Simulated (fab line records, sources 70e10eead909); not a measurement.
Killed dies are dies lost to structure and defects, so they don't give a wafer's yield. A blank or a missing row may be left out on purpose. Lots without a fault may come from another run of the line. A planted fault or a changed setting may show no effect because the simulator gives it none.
Which tool did it? | flow nand_harc | 14 lots, 42 wafers sampled, at 4 steps of a route of 1159

WHAT THE GAUGES READ, wafer by wafer
NHARC_A_ONON_D1_THK_MEAS_05: measures by ellipsometry. Usual: thk_nm 1004 nm, standard deviation 6.4.
lot  | measured     | on            | thk_nm (nm)    | flag
L293 | day 7 13:48  | film_metro-01 | 1010 1012 1011 |
L294 | day 8 09:50  | film_metro-01 | 998 995 996    |
L297 | day 8 10:12  | film_metro-02 | 1013 1012 1013 |
L300 | day 9 00:40  | film_metro-01 | 1015 1013 1014 |
L298 | day 9 00:38  | film_metro-01 | 1003 1004 1004 |
L299 | day 9 00:39  | film_metro-02 | 1020 1019 1021 |
L301 | day 9 16:14  | film_metro-01 | 999 997 999    |
L302 | day 9 23:33  | film_metro-02 | 1005 1004 1005 |
L303 | day 9 23:31  | film_metro-02 | 998 999 1001   |
L304 | day 10 11:32 | film_metro-02 | 1004 1005 1005 |
L310 | day 11 15:25 | film_metro-01 | 597 597 595    | OFF
L311 | day 11 23:53 | film_metro-02 | 1008 1010 1008 |
L313 | day 12 18:21 | film_metro-02 | 601 605 602    | OFF
L315 | day 12 18:20 | film_metro-02 | 995 993 990    |

NHARC_END_SORT_01. Usual: killed_at_array 28, standard deviation 10; killed_at_other 0.5, standard deviation 0.82; killed_at_periphery 3.4, standard deviation 2.2; killed_dies 31, standard deviation 10; killed_open 3.4, standard deviation 1.9; killed_short 1.9, standard deviation 1.3.
lot  | measured     | on        | killed_at_array | killed_at_other | killed_at_periphery | killed_dies | killed_open | killed_short | flag
L310 | day 23 19:26 | prober-02 | 675 669 675     | 0 0 0           | 2 8 2               | 677 677 677 | 7 5 4       | 1 3 5        | OFF
L313 | day 24 17:08 | prober-01 | 674 676 673     | 0 0 0           | 3 1 4               | 677 677 677 | 4 0 3       | 1 1 1        | OFF

WHICH TOOL RAN EACH LOT (tool, then ch and the chambers of the sampled wafers, then the start)
lot  | NHARC_A_ZERO_WELL_DESCUM_12        | NHARC_A_ONON_D1_DEP_03
L293 | rie_diel-04 ch 0,1, day 6 15:44    | pecvd_onon-04 ch 0, day 7 13:28
L294 | rie_diel-05 ch 0,2,3, day 7 03:26  | pecvd_onon-04 ch 0, day 8 09:20
L297 | rie_diel-04 ch 1,2,3, day 7 14:47  | pecvd_onon-02 ch 0, day 8 09:52
L300 | rie_diel-12 ch 0,2,3, day 7 21:47  | pecvd_onon-02 ch 0, day 9 00:09
L298 | rie_diel-12 ch 0,2,3, day 7 22:10  | pecvd_onon-04 ch 0, day 9 00:08
L299 | rie_diel-04 ch 1,3, day 8 02:04    | pecvd_onon-03 ch 0, day 9 00:15
L301 | rie_diel-12 ch 0,2,3, day 8 15:20  | pecvd_onon-04 ch 0, day 9 15:53
L302 | rie_diel-05 ch 1,2,3, day 8 22:04  | pecvd_onon-02 ch 0, day 9 23:11
L303 | rie_diel-05 ch 0,1,2, day 8 23:17  | pecvd_onon-04 ch 0, day 9 23:00
L304 | rie_diel-05 ch 1,2, day 9 06:14    | pecvd_onon-03 ch 0, day 10 11:05
L310 | rie_diel-12 ch 0,1,2, day 10 14:50 | pecvd_onon-04 ch 0, day 11 14:55
L311 | rie_diel-05 ch 0,3, day 11 01:01   | pecvd_onon-03 ch 0, day 11 23:22
L313 | rie_diel-05 ch 0,2,3, day 11 16:54 | pecvd_onon-04 ch 0, day 12 17:50
L315 | rie_diel-04 ch 0,2,3, day 11 22:37 | pecvd_onon-03 ch 0, day 12 17:50
- NHARC_A_ZERO_WELL_DESCUM_12: chemistry O2, time 3 s.
- NHARC_A_ONON_D1_DEP_03: target thk 1000 nm.

WHAT THE TOOLS THEMSELVES READ (means of the sampled wafers that have a number; where no wafer has one, the mark that the record gives instead)
NHARC_A_ZERO_WELL_DESCUM_12. Usual: drypump_motor_current_A 5.6 A, standard deviation 0.56; oes_product_au 0.999 a.u., standard deviation 0.012; rf_vpp_V 57.6 V, standard deviation 0.85; showerhead_plenum_p_Torr 1.90 Torr, standard deviation 0.094; throttle_valve_pct 11.311 %, standard deviation 0.0093.
lot  | tool        | drypump_motor_current_A (A) | oes_product_au (a.u.) | rf_vpp_V (V) | showerhead_plenum_p_Torr (Torr) | throttle_valve_pct (%) | flag
L293 | rie_diel-04 | 5.7                         | 0.982                 | 57.3         | 1.83                            | 11.302                 |
L294 | rie_diel-05 | 5.1                         | 0.994                 | 57.0         | 1.95                            | 11.310                 |
L297 | rie_diel-04 | 5.9                         | 0.993                 | 58.4         | 1.87                            | 11.308                 |
L300 | rie_diel-12 | 5.9                         | 0.988                 | 58.3         | 1.93                            | 11.306                 |
L298 | rie_diel-12 | 5.9                         | 0.992                 | 57.9         | 1.93                            | 11.306                 |
L299 | rie_diel-04 | 6.0                         | 0.984                 | 57.2         | 1.82                            | 11.310                 |
L301 | rie_diel-12 | 5.9                         | 0.991                 | 58.2         | 1.92                            | 11.311                 |
L302 | rie_diel-05 | 5.0                         | 1.004                 | 57.5         | 1.95                            | 11.320                 |
L303 | rie_diel-05 | 5.0                         | 1.007                 | 57.7         | 1.88                            | 11.325                 |
L304 | rie_diel-05 | 4.9                         | 1.009                 | 57.8         | 1.88                            | 11.310                 |
L310 | rie_diel-12 | 6.0                         | 1.000                 | 58.0         | 1.90                            | 11.305                 |
L311 | rie_diel-05 | 5.2                         | 1.006                 | 57.1         | 1.92                            | 11.308                 |
L313 | rie_diel-05 | 5.1                         | 1.004                 | 57.6         | 1.95                            | 11.315                 |
L315 | rie_diel-04 | 6.0                         | 1.003                 | 57.3         | 1.87                            | 11.319                 |

THE ANSWER, worked out from the rows above alone
Rule: a lot is off if the mean of its wafers that have a number lies more than 3 standard deviations from the usual mean. A lot without any number at a reading at which 4 lots or more have one is off too. The other lots that the step has rows for count as sound. The gauges are gone through in route order, then the tools' own readings, and for those a lot's mean is taken as printed above. The first step at which some lot is off is used, and at that step the reading that is off furthest; a lot without a number counts as furthest.
Off: L310, L313, at NHARC_A_ONON_D1_THK_MEAS_05 (thk_nm).
A tool fits if, at a process step before that reading, it ran every lot that is off, and no sound lot after the first of them. The gauges at NHARC_A_ONON_D1_THK_MEAS_05 aren't tried: what is off there is off at NHARC_END_SORT_01 too, on other tools, and a gauge's error can't cause that. One fits: pecvd_onon-04 at NHARC_A_ONON_D1_DEP_03. Its last sound lot is L303 (day 9 23:00), its first lot that is off L310 (day 11 14:55): a fault that began between those two fits.

WHAT THE SIMULATOR HAD PUT IN
Process parameter drift: pecvd_onon-04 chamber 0, from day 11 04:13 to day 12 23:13, at NHARC_A_ONON_D1_DEP_03. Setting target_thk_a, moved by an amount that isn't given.
Lots struck among those shown: L310, L313. The rule above found the same.
